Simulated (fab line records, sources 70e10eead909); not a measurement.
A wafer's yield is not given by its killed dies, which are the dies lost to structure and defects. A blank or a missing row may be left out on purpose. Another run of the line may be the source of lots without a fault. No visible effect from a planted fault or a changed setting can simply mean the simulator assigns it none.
fab line records    flow nandHarc    part 1 of 2: steps 1 to 6 of 7
record lots=9  wafers=27  lastDay=34
route steps=1302 shown A_CHANNEL_HOLE_D2@592 END@1301
lots that met no fault: from a run of the same line without faults
startH: start of the lot's first displayed wafer, in hours after the record's first day    waitH: hours from the lot's prior step to this one    " as in the row above    L1.1+2: a row that stands for several wafers    - no value, or no start was given    * or withheld: withheld    < > ~ a bound
route shown NAME@n: NAME is a module with steps in the file, n the number in the route of the first one    usual: mean and standard deviation over wafers with no fault    same: alike in all rows    chamber/n: place in a boat    sites: readings site by site    _std_site: how widely they spread, as a standard deviation    _edge_site: inner sites' mean taken away from outer sites' mean    radiusMm: for every site, how far away it sits from the centre of the wafer    mask NAME#n: copy n    behind: tool/chamber where the wafer was last shaped    hold: why the lot went on hold/how many hours it stayed there/how the hold came to an end    device: whichever transistor did not switch (one of n, p or np)    end of line: the same wafers' tests at the end of the route    where a step has no rows: the recipe by itself    killed: count of dies lost to structure and defects at first sort (not the wafer's yield)    map: dies across one wafer; x = killed, . = not, _ = none there
set.NAME: the setting that was run; set.NAME@STEP: the one run at that earlier step    model.NAME: the simulator's own value behind a step, which no gauge read
steps of the route over a sample of lots; a table a step, a row a wafer
services: a tool's chamber out of use, with start hour (startH, from the record's first day; less than 0 if before it), hours out, and reason
## steps
# step NHARC_A_CHANNEL_HOLE_D2_ETCH_20
# recipe biasV=3000  sourceW=withheld  pressureMtorr=20  timeS=361.9  arFlowSccm=375  c4f8FlowSccm=89.3  o2FlowSccm=35.7  tempC=-20  targetDepthA=16000  chemistry=C4F8/O2/Ar
# usual drypumpMotorCurrentA=5.8/0.44  showerheadPlenumPTorr=3.70/0.11  throttleValvePct=32.155/0.0094
lot.wafer  tool        chamber  startH  waitH  drypumpMotorCurrentA  rfHoursCounterH  showerheadPlenumPTorr  throttleValvePct
L464.1     harEtch-01  0        314.79  0.1    5.9                   160              3.68                   32.146
L464.4     "           1        "       "      5.9                   -                3.69                   32.170
L464.6     "           1        "       "      5.9                   -                3.69                   32.149
L469.1     harEtch-01  1        349.53  0.1    5.9                   179              3.68                   32.166
L469.2     "           0        "       "      5.9                   179              3.67                   32.160
L469.3     "           0        "       "      5.9                   -                3.67                   32.158
L467.1     harEtch-02  1        351.02  0.1    5.1                   383              3.72                   32.156
L467.3     "           1        "       "      5.1                   -                3.72                   32.150
L467.5     "           1        "       "      5.2                   -                3.72                   32.154
L466.2     harEtch-01  0        353.77  0.1    5.9                   183              3.67                   32.154
L466.4     "           1        "       "      5.9                   -                3.68                   32.142
L466.3     "           0        "       "      5.9                   -                3.67                   32.145
L475.1     harEtch-01  1        406.88  0.1    5.9                   214              3.66                   32.147
L475.4     "           0        "       "      5.9                   -                3.65                   32.165
L475.3     "           1        "       "      5.9                   -                3.66                   32.150
L474.1     harEtch-01  0        411.06  0.1    5.9                   218              3.65                   32.157
L474.4     "           0        "       "      5.9                   -                3.65                   32.158
L474.6     "           1        "       "      5.9                   -                3.66                   32.158
L482.4     harEtch-02  0        507.48  0.2    6.3                   -                3.90                   32.161
L482.6     "           1        "       "      5.1                   -                3.67                   32.153
L482.5     "           0        "       "      6.3                   -                3.90                   32.157
L483.2     harEtch-01  1        520.57  0.1    5.9                   270              3.63                   32.155
L483.4     "           0        "       "      5.9                   -                3.62                   32.153
L483.3     "           1        "       "      5.9                   -                3.63                   32.150
L486.3     harEtch-01  1        543.70  0.2    5.9                   -                3.62                   32.173
L486.6     "           1        "       "      5.9                   -                3.62                   32.171
L486.5     "           0        "       "      5.9                   -                3.61                   32.149
# step NHARC_A_CHANNEL_HOLE_D2_ETCH_24
# recipe biasV=5000  sourceW=withheld  pressureMtorr=20  timeS=906.2  arFlowSccm=375  c4f8FlowSccm=93.8  o2FlowSccm=31.2  tempC=-20  targetDepthA=15000  chemistry=C4F8/O2/Ar
# usual drypumpMotorCurrentA=5.8/0.44  showerheadPlenumPTorr=3.69/0.11  throttleValvePct=32.236/0.0093
lot.wafer  tool        chamber  startH  waitH  drypumpMotorCurrentA  rfHoursCounterH  showerheadPlenumPTorr  throttleValvePct
L464.1     harEtch-01  0        316.88  0.6    5.8                   162              3.67                   32.228
L464.4     "           1        "       "      5.9                   -                3.69                   32.224
L464.6     "           1        "       "      5.9                   -                3.69                   32.233
L469.1     harEtch-01  1        351.56  0.6    5.9                   181              3.68                   32.244
L469.2     "           0        "       "      5.9                   181              3.66                   32.232
L469.3     "           0        "       "      5.9                   -                3.66                   32.243
L467.1     harEtch-02  1        353.12  0.6    5.1                   385              3.71                   32.234
L467.3     "           1        "       "      5.2                   -                3.71                   32.230
L467.5     "           1        "       "      5.2                   -                3.71                   32.226
L466.2     harEtch-01  0        355.86  0.6    5.9                   185              3.66                   32.233
L466.4     "           1        "       "      5.9                   -                3.67                   32.251
L466.3     "           0        "       "      5.9                   -                3.66                   32.236
L475.1     harEtch-01  1        408.98  0.6    5.9                   216              3.66                   32.223
L475.4     "           0        "       "      5.9                   -                3.64                   32.243
L475.3     "           1        "       "      5.9                   -                3.66                   32.228
L474.1     harEtch-01  0        413.14  0.6    5.8                   220              3.64                   32.239
L474.4     "           0        "       "      5.9                   -                3.64                   32.220
L474.6     "           1        "       "      5.9                   -                3.65                   32.256
L482.4     harEtch-02  0        509.70  0.6    6.3                   -                3.89                   32.227
L482.6     "           1        "       "      5.1                   -                3.67                   32.255
L482.5     "           0        "       "      6.3                   -                3.89                   32.248
L483.2     harEtch-01  1        522.67  0.6    5.9                   272              3.63                   32.231
L483.4     "           0        "       "      5.9                   -                3.61                   32.226
L483.3     "           1        "       "      5.9                   -                3.63                   32.237
L486.3     harEtch-01  1        545.86  0.6    5.9                   -                3.62                   32.244
L486.6     "           1        "       "      5.9                   -                3.62                   32.213
L486.5     "           0        "       "      5.9                   -                3.61                   32.240
# step NHARC_A_CHANNEL_HOLE_D2_STRIP_28
# recipe o2FlowSccm=500  arFlowSccm=0  biasW=0  chemistry=O2
# usual drypumpMotorCurrentA=5.5/0.53  oesProductAu=0.995/0.0098  rfVppV=57.7/0.87  showerheadPlenumPTorr=3.53/0.12  throttleValvePct=17.035/0.0079
lot.wafer  tool        chamber  startH  waitH  drypumpMotorCurrentA  oesProductAu  rfHoursCounterH  rfVppV  showerheadPlenumPTorr  throttleValvePct
L464.4     rieDiel-05  0        -       -      5.9                   1.010         5.1              58.5    3.58                   17.045
L464.1     "           2        "       "      5.1                   0.979         4.5              57.5    3.68                   17.042
L464.6     "           0        "       "      5.8                   1.013         -                57.0    3.58                   17.037
L469.1     rieDiel-05  1        -       -      5.9                   1.001         6.0              57.5    3.62                   17.042
L469.3     "           3        "       "      4.7                   0.988         5.6              56.3    3.43                   17.033
L469.2     "           0        "       "      5.9                   1.017         6.1              58.6    3.58                   17.039
L467.1     rieDiel-10  0        -       -      5.7                   0.996         6.4              57.5    3.40                   17.037
L467.3     "           1        "       "      5.2                   0.991         6.9              58.4    3.59                   17.044
L467.5     "           2        "       "      6.4                   0.996         -                58.6    3.51                   17.038
L466.2     rieDiel-05  3        -       -      4.7                   0.981         5.8              57.3    3.43                   17.036
L466.3     "           0        "       "      5.8                   1.012         6.2              56.4    3.58                   17.030
L466.4     "           1        "       "      5.9                   1.005         6.2              58.7    3.62                   17.040
L475.3     rieDiel-10  0        -       -      5.7                   0.981         10.1             57.0    3.40                   17.055
L475.1     "           1        "       "      5.2                   0.989         7.9              59.2    3.59                   17.031
L475.4     "           3        "       "      6.4                   0.994         10.6             57.3    3.32                   17.032
L474.1     rieDiel-10  0        -       -      5.7                   0.996         10.8             57.3    3.40                   17.031
L474.4     "           3        "       "      6.4                   0.993         11.3             57.0    3.32                   17.030
L474.6     "           1        "       "      5.2                   1.001         -                58.3    3.58                   17.031
L482.4     rieDiel-05  3        -       -      4.7                   0.977         -                57.2    3.43                   17.024
L482.5     "           1        "       "      5.9                   1.001         -                59.0    3.62                   17.030
L482.6     "           2        "       "      5.1                   0.984         -                58.5    3.68                   17.026
L483.3     rieDiel-05  2        -       -      5.1                   0.986         3.9              58.9    3.67                   17.014
L483.2     "           0        "       "      5.8                   1.000         4.0              57.7    3.57                   17.023
L483.4     "           1        "       "      5.9                   0.994         3.9              58.0    3.62                   17.032
L486.3     rieDiel-10  3        -       -      6.4                   0.992         6.9              56.0    3.32                   17.036
L486.5     "           3        "       "      6.4                   0.990         -                57.1    3.32                   17.037
L486.6     "           0        "       "      5.7                   1.000         -                56.4    3.40                   17.030
# step NHARC_A_CHANNEL_HOLE_D2_XSEM_32
# recipe landingEnergyEv=35000
# usual botCdNm=75.1/1.3  bowNm=8.65/0.23  tiltDeg=0.07/0.041
lot.wafer  tool     chamber  startH  waitH  botCdNm  bowNm  tiltDeg
L464.1     xsem-02  0        320.25  0.1    77.2     8.26   0.04
L464.4     "        0        "       "      74.2     8.23   0.04
L464.6     "        0        "       "      76.6     8.09   0.04
L469.1     xsem-02  0        355.06  0.1    72.1     9.02   0.11
L469.2     "        0        "       "      73.4     8.89   0.11
L469.3     "        0        "       "      72.8     8.95   0.11
L467.1     xsem-01  0        356.47  0.1    74.8     8.54   0.09
L467.3     "        0        "       "      71.2     8.56   0.09
L467.5     "        0        "       "      74.9     8.53   0.09
L466.2     xsem-02  0        359.26  0.1    75.3     8.41   0.03
L466.3     "        0        "       "      75.1     8.43   0.03
L466.4     "        0        "       "      75.0     8.41   0.03
L475.1     xsem-02  0        412.34  0.1    75.9     8.59   0.10
L475.3     "        0        "       "      76.9     8.61   0.10
L475.4     "        0        "       "      75.9     20.15  0.10
L474.1     xsem-02  0        416.50  0.1    74.9     19.62  0.05
L474.4     "        0        "       "      74.3     19.65  0.05
L474.6     "        0        "       "      74.3     8.78   0.05
L482.4     xsem-02  0        512.99  0.1    76.6     8.76   0.05
L482.5     "        0        "       "      75.2     8.83   0.05
L482.6     "        0        "       "      76.2     8.79   0.05
L483.2     xsem-01  0        526.02  0.1    76.3     8.76   0.04
L483.3     "        0        "       "      77.4     8.73   0.04
L483.4     "        0        "       "      78.5     8.78   0.04
L486.3     xsem-02  0        549.08  0.1    72.8     8.29   0.11
L486.5     "        0        "       "      74.0     8.29   0.11
L486.6     "        0        "       "      76.3     8.38   0.11
# step NHARC_A_CHANNEL_HOLE_D2_INSPECT_40
# usual rawDefectCount=264/68
lot.wafer  tool              chamber  startH  waitH  rawDefectCount
L464.1     defectInspect-02  -        320.35  -      249
L464.4     "                 -        "       "      198
L464.6     "                 -        "       "      299
L469.1     defectInspect-01  -        355.16  -      229
L469.2     "                 -        "       "      329
L469.3     "                 -        "       "      308
L467.1     defectInspect-02  -        356.57  -      331
L467.3     "                 -        "       "      315
L467.5     "                 -        "       "      354
L466.2     defectInspect-01  -        359.35  -      276
L466.3     "                 -        "       "      347
L466.4     "                 -        "       "      335
L475.1     defectInspect-01  -        412.44  -      232
L475.3     "                 -        "       "      376
L475.4     "                 -        "       "      244
L474.1     defectInspect-02  -        416.60  -      212
L474.4     "                 -        "       "      213
L474.6     "                 -        "       "      257
L482.4     defectInspect-02  -        513.08  -      214
L482.5     "                 -        "       "      282
L482.6     "                 -        "       "      312
L483.2     defectInspect-01  -        526.12  -      350
L483.3     "                 -        "       "      273
L483.4     "                 -        "       "      391
L486.3     defectInspect-01  -        549.17  -      193
L486.5     "                 -        "       "      262
L486.6     "                 -        "       "      442
# step NHARC_END_WLT_00
# usual VT_DECK1_BOTTOM=0.869/0.0075  VT_DECK1_BOTTOM_INNER=0.870/0.008  VT_DECK1_MEDIAN_NEAR_BOTTOM=0.871/0.008  VT_DECK1_MEDIAN_NEAR_BOTTOM_INNER=0.871/0.0074  VT_DECK1_MIDDLE=0.882/0.0079  VT_DECK1_MIDDLE_INNER=0.883/0.0075  VT_DECK1_TOP=0.894/0.0081  VT_DECK1_TOP_INNER=0.893/0.0071  VT_DECK2_BOTTOM=0.871/0.008  VT_DECK2_BOTTOM_INNER=0.871/0.0082  VT_DECK2_MEDIAN_NEAR_BOTTOM=0.872/0.0076  VT_DECK2_MEDIAN_NEAR_BOTTOM_INNER=0.872/0.0072  VT_DECK2_MIDDLE=0.883/0.0064  VT_DECK2_MIDDLE_INNER=0.884/0.0073  VT_DECK2_TOP=0.896/0.0076  VT_DECK2_TOP_INNER=0.896/0.0077
lot.wafer  tool       chamber  startH  waitH  VT_DECK1_BOTTOM  VT_DECK1_BOTTOM_INNER  VT_DECK1_MEDIAN_NEAR_BOTTOM  VT_DECK1_MEDIAN_NEAR_BOTTOM_INNER  VT_DECK1_MIDDLE  VT_DECK1_MIDDLE_INNER  VT_DECK1_TOP  VT_DECK1_TOP_INNER  VT_DECK2_BOTTOM  VT_DECK2_BOTTOM_INNER  VT_DECK2_MEDIAN_NEAR_BOTTOM  VT_DECK2_MEDIAN_NEAR_BOTTOM_INNER  VT_DECK2_MIDDLE  VT_DECK2_MIDDLE_INNER  VT_DECK2_TOP  VT_DECK2_TOP_INNER
L464.1     prober-02  -        585.55  0.1    0.858            0.863                  0.854                        0.869                              0.865            0.871                  0.884         0.880               0.883            0.883                  0.879                        0.884                              0.890            0.880                  0.893         0.894
L464.4     "          -        587.04  1.5    0.866            0.872                  0.875                        0.873                              0.877            0.878                  0.883         0.886               0.870            0.873                  0.872                        0.875                              0.888            0.885                  0.893         0.893
L464.6     "          -        "       "      0.859            0.861                  0.859                        0.861                              0.868            0.875                  0.887         0.888               0.880            0.882                  0.878                        0.869                              0.889            0.892                  0.904         0.895
L467.1     prober-01  -        612.54  0.0    0.867            0.874                  0.869                        0.874                              0.886            0.880                  0.899         0.893               0.863            0.860                  0.863                        0.860                              0.873            0.879                  0.882         0.886
L467.3     "          -        "       "      0.873            0.878                  0.872                        0.869                              0.879            0.884                  0.897         0.895               0.853            0.852                  0.854                        0.858                              0.874            0.874                  0.887         0.882
L467.5     "          -        "       "      0.864            0.866                  0.872                        0.867                              0.880            0.878                  0.898         0.890               0.859            0.861                  0.875                        0.873                              0.881            0.881                  0.880         0.887
L469.1     prober-01  -        628.62  0.0    0.869            0.860                  0.868                        0.872                              0.887            0.892                  0.899         0.886               0.854            0.853                  0.866                        0.858                              0.864            0.869                  0.888         0.879
L469.2     "          -        "       "      0.865            0.864                  0.870                        0.868                              0.875            0.879                  0.891         0.894               0.860            0.855                  0.858                        0.855                              0.883            0.872                  0.877         0.885
L469.3     "          -        "       "      0.873            0.874                  0.873                        0.863                              0.882            0.878                  0.890         0.890               0.862            0.855                  0.862                        0.861                              0.875            0.872                  0.884         0.891
L466.2     prober-02  -        636.91  1.3    0.867            0.866                  0.866                        0.866                              0.877            0.871                  0.896         0.891               0.881            0.881                  0.873                        0.876                              0.885            0.880                  0.897         0.904
L466.3     "          -        "       "      0.861            0.857                  0.858                        0.860                              0.878            0.876                  0.889         0.883               0.876            0.876                  0.877                        0.878                              0.888            0.894                  0.907         0.897
L466.4     "          -        "       "      0.862            0.866                  0.859                        0.873                              0.876            0.870                  0.885         0.893               0.873            0.881                  0.878                        0.868                              0.879            0.891                  0.905         0.902
L474.1     prober-01  -        667.98  0.0    0.863            0.858                  0.861                        0.862                              0.878            0.873                  0.884         0.885               0.880            0.878                  0.903                        0.903                              0.890            0.885                  0.909         0.894
L474.4     "          -        669.48  1.5    0.860            0.863                  0.863                        0.867                              0.873            0.874                  0.881         0.881               0.875            0.875                  0.908                        0.891                              0.884            0.886                  0.906         0.904
L474.6     "          -        670.48  2.5    0.849            0.855                  0.863                        0.866                              0.876            0.871                  0.884         0.888               0.868            0.862                  0.868                        0.881                              0.891            0.887                  0.895         0.898
L475.1     prober-02  -        668.00  0.1    0.872            0.885                  0.884                        0.883                              0.897            0.900                  0.913         0.906               0.886            0.883                  0.890                        0.886                              0.894            0.898                  0.901         0.908
L475.3     "          -        669.00  1.1    0.881            0.883                  0.891                        0.888                              0.903            0.899                  0.894         0.909               0.883            0.876                  0.882                        0.882                              0.886            0.895                  0.908         0.904
L475.4     "          -        "       "      0.892            0.886                  0.885                        0.881                              0.902            0.894                  0.905         0.906               0.887            0.881                  0.912                        0.907                              0.896            0.892                  0.907         0.907
L482.4     prober-01  -        760.62  1.5    0.880            0.878                  0.890                        0.875                              0.896            0.902                  0.913         0.909               0.881            0.876                  0.876                        0.878                              0.888            0.882                  0.890         0.892
L482.5     "          -        "       "      0.872            0.889                  0.879                        0.876                              0.886            0.887                  0.910         0.908               0.869            0.868                  0.876                        0.867                              0.878            0.883                  0.893         0.890
L482.6     "          -        "       "      0.883            0.883                  0.888                        0.889                              0.899            0.902                  0.915         0.905               0.865            0.870                  0.872                        0.871                              0.882            0.885                  0.887         0.890
L483.2     prober-02  -        780.46  0.6    0.864            0.879                  0.876                        0.876                              0.883            0.884                  0.890         0.897               0.868            0.873                  0.871                        0.867                              0.876            0.880                  0.899         0.903
L483.3     "          -        "       "      0.875            0.873                  0.879                        0.874                              0.896            0.886                  0.897         0.900               0.881            0.869                  0.872                        0.880                              0.878            0.884                  0.897         0.891
L483.4     "          -        "       "      0.870            0.867                  0.873                        0.871                              0.884            0.885                  0.905         0.896               0.880            0.884                  0.882                        0.883                              0.885            0.889                  0.897         0.896
L486.3     prober-01  -        809.19  1.1    0.869            0.876                  0.876                        0.874                              0.889            0.880                  0.893         0.899               0.865            0.867                  0.872                        0.875                              0.878            0.882                  0.895         0.906
L486.5     "          -        810.20  2.1    0.870            0.872                  0.872                        0.872                              0.890            0.882                  0.895         0.885               0.868            0.861                  0.872                        0.868                              0.887            0.882                  0.898         0.896
L486.6     "          -        "       "      0.864            0.872                  0.870                        0.881                              0.882            0.884                  0.892         0.893               0.873            0.869                  0.874                        0.870                              0.885            0.887                  0.898         0.896
## key
firstSign step=NHARC_A_CHANNEL_HOLE_D2_XSEM_32  reading=bowNm  direction=up  sigmas=49  usual=8.65  struck=19.81  through=controlLoop
effect step=NHARC_END_WLT_00  reading=VT_DECK2_MEDIAN_NEAR_BOTTOM  direction=up  sigmas=4.7  usual=0.872  struck=0.908
metAt NHARC_A_CHANNEL_HOLE_D2_ETCH_20
struckLots L474,L475
struckWafers L474.1,L474.4,L475.4
testerLeftOut L474,L475
loopTrim step=NHARC_A_CHANNEL_HOLE_D2_EXPOSE_07  setting=dose  lots=L474
notActingAt NHARC_A_CHANNEL_HOLE_D2_ETCH_24,NHARC_A_CHANNEL_HOLE_D2_STRIP_28,NHARC_A_CHANNEL_HOLE_D2_INSPECT_40
onsetBetween 353.77 406.88
fault kind=processParameterDrift  tool=harEtch-01  chamber=0  onsetH=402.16  steps=NHARC_A_CHANNEL_HOLE_D2_ETCH_20  channel=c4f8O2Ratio  offset=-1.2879  shape=step  endH=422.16  actsIn=theseRecipesOnly  stated=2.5
# testerLeftOut: of these lots the tester's yield and bins aren't shown, on N5 and GAA mostly nor the transistor test; their killed dies are dies lost to structure and defects alone, not to doping, threshold or leakage, so they don't give the yield
# loopTrim: a control loop set the setting to another value than it would have without faults
